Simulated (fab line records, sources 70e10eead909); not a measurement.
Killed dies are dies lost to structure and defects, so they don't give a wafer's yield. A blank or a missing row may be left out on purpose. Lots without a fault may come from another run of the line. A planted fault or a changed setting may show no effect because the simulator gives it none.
A struck lot beside a sound one | flow nand_harc | 15 steps out of a route of 1159
Sound: wafers L516.3, L516.4, L516.6. Struck: wafers L520.3, L520.4, L520.5. The cause comes at the end.
At each step with rows: each side's tool, then ch and its chambers, then its first start. Under that, the readings that differ: sound wafers | struck wafers | difference of the means | sigmas: that difference in standard deviations of wafers without a fault.
alike: readings whose means differ by less than 2 such deviations, and words and numbers that are the same on both sides. not compared: withheld readings, readings that some wafer has no value for, bounds like >300 that may hide the same value, and numbers for which the record gives no deviation and whose values overlap.
The two part at a step that has a row with sigmas, a row that says differs or no value, or rows on one side only. Numbers that don't overlap but have no deviation are shown without sigmas and don't part them. A reading that every wafer of one side lacks parts them only if that side has two wafers or more.

first, 3 steps without rows for these wafers: NHARC_A_CHANNEL_HOLE_D1_STRIP_41 (strips in N2/H2); NHARC_A_CHANNEL_HOLE_D1_STRIP_42 (strips in CF4/CHF3); NHARC_A_CHANNEL_HOLE_D1_STRIP_43 (strips in O2/COS).
NHARC_A_CHANNEL_HOLE_D1_ETCH_44: etches the open film in CF4/O2, target depth 140 nm, overetch 14 nm, time 77 s.
  sound on rie_diel-04 ch 0,2,3, day 8 19:00; struck on rie_diel-12 ch 0,1,2, day 9 21:04
  alike: drypump_motor_current_A, oes_product_au, rf_vpp_V, showerhead_plenum_p_Torr, throttle_valve_pct
  not compared: rf_hours_counter_h
NHARC_A_CHANNEL_HOLE_D1_STRIP_27: strips in O2.
  sound on rie_diel-04 ch 1,2; struck on rie_diel-12 ch 0,2,3
  reading               | sound             | struck            | difference | sigmas
  oes_product_au (a.u.) | 0.994 0.992 0.978 | 1.002 1.001 1.002 | +0.014     | +2
  alike: drypump_motor_current_A, rf_vpp_V, showerhead_plenum_p_Torr, throttle_valve_pct
  not compared: rf_hours_counter_h
then, 2 steps without rows for these wafers: NHARC_A_CHANNEL_HOLE_D1_PRECLEAN_28 (cleans in SC1); NHARC_A_CHANNEL_HOLE_D1_SRD_29.
NHARC_A_CHANNEL_HOLE_D1_CD_MEAS_30:
  sound on cd_sem-03, day 8 19:47; struck on cd_sem-01, day 9 21:54
  alike: cd_nm
NHARC_A_CHANNEL_HOLE_D1_XSEM_31:
  sound on xsem-02 ch 0, day 8 19:53; struck on xsem-02 ch 0, day 9 21:59
  reading     | sound          | struck         | difference | sigmas
  bow_nm (nm) | 7.72 7.68 7.70 | 8.82 8.73 8.74 | +1.06      | +4
  alike: bot_cd_nm, tilt_deg
NHARC_A_CHANNEL_HOLE_D1_INSPECT_40:
  sound on defect_inspect-01, day 8 19:59; struck on defect_inspect-02, day 9 22:05
  alike: raw_defect_count
then, 2 steps without rows for these wafers: NHARC_A_CHANNEL_FILL_D1_PRECLEAN_00 (cleans in SC1); NHARC_A_CHANNEL_FILL_D1_SRD_01.
NHARC_A_CHANNEL_FILL_D1_ALD_02: deposits SiO2, target thk 6 nm, pulse time 10 s, ald cycles 60.
  sound on ald_hk-02 ch 1,2,3, day 8 21:14; struck on ald_hk-03 ch 0,1,3, day 9 22:16
  no value came back on the struck wafers for ald_cycles, heater_power_outer_w (W), heater_power_w (W), precursor_pulse_height_rel; on the sound wafers ald_cycles reads 60 60 60
NHARC_A_CHANNEL_FILL_D1_ALD_03: deposits SiNx, target thk 6 nm, pulse time 60 s, ald cycles 58.
  sound on ald_sin_batch-01 ch 0; struck on ald_sin_batch-03 ch 0
  alike: chamber_pressure_Torr, precursor_pulse_height_rel
-- the record jumps here: 11 days lie between the struck wafers' starts before and after (it left off in module A_CHANNEL_FILL_D1 and takes up again in module END, whose first step shown is number 1159 of the route) --
NHARC_END_SORT_01:
  the record has rows for the struck wafers here (prober-01 ch 0, day 21 06:50) and none for the sound ones

WHERE THEY PART
First at NHARC_A_CHANNEL_HOLE_D1_STRIP_27; last, within this record, at NHARC_END_SORT_01.

WHY: what the simulator had put in
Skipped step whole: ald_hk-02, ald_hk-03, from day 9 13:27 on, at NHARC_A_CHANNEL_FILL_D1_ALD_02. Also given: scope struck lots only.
